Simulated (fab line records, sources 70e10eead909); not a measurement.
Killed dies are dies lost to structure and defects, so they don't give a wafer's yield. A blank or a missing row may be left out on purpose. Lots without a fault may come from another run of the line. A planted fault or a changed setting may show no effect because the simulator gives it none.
Chamber matching | flow nand_harc | NHARC_P_GATE_DESCUM_61 on rie_diel-02: 4 sister chambers
The step chemistry O2, time 3 s. 4 wafers are shown with their chamber, then 8 later ones without.

WAFERS WITH THEIR CHAMBER
wafer  | chamber | showerhead_plenum_p_Torr (Torr)
L917.1 | 2       | 1.97
L917.2 | 1       | 1.89
L917.4 | 0       | 2.03
L920.1 | 3       | 2.00

WAFERS WITHOUT THEIR CHAMBER
wafer  | showerhead_plenum_p_Torr (Torr)
L920.3 | 1.97
L920.5 | 1.89
L922.1 | 1.89
L922.2 | 2.00
L922.4 | 2.02
L928.2 | 2.00
L928.3 | 1.97
L928.5 | 1.89

WHICH CHAMBER EACH WENT THROUGH
wafer  | from the rows above | in truth
L920.3 | 2                   | 2
L920.5 | 1                   | 1
L922.1 | 1                   | 1
L922.2 | 3                   | 3
L922.4 | 0                   | 0
L928.2 | 3                   | 3
L928.3 | 2                   | 2
L928.5 | 1                   | 1
Placed correctly: 8 of 8. Can't be placed from these rows: 0. Placed wrongly: 0.
How it was worked out, from the rows above alone: a wafer's distance from a chamber is the root of the sum, over the readings, of the square of ((its reading less the chamber's mean) divided by the reading's scatter). The wafer belongs to the nearest chamber; if the next one is less than 2 further off, it can't be placed. A chamber's mean is the mean of its shown wafers. The scatter: with one shown wafer a chamber, the root of the mean of the squares of how far each hidden wafer lies from its nearest shown one.
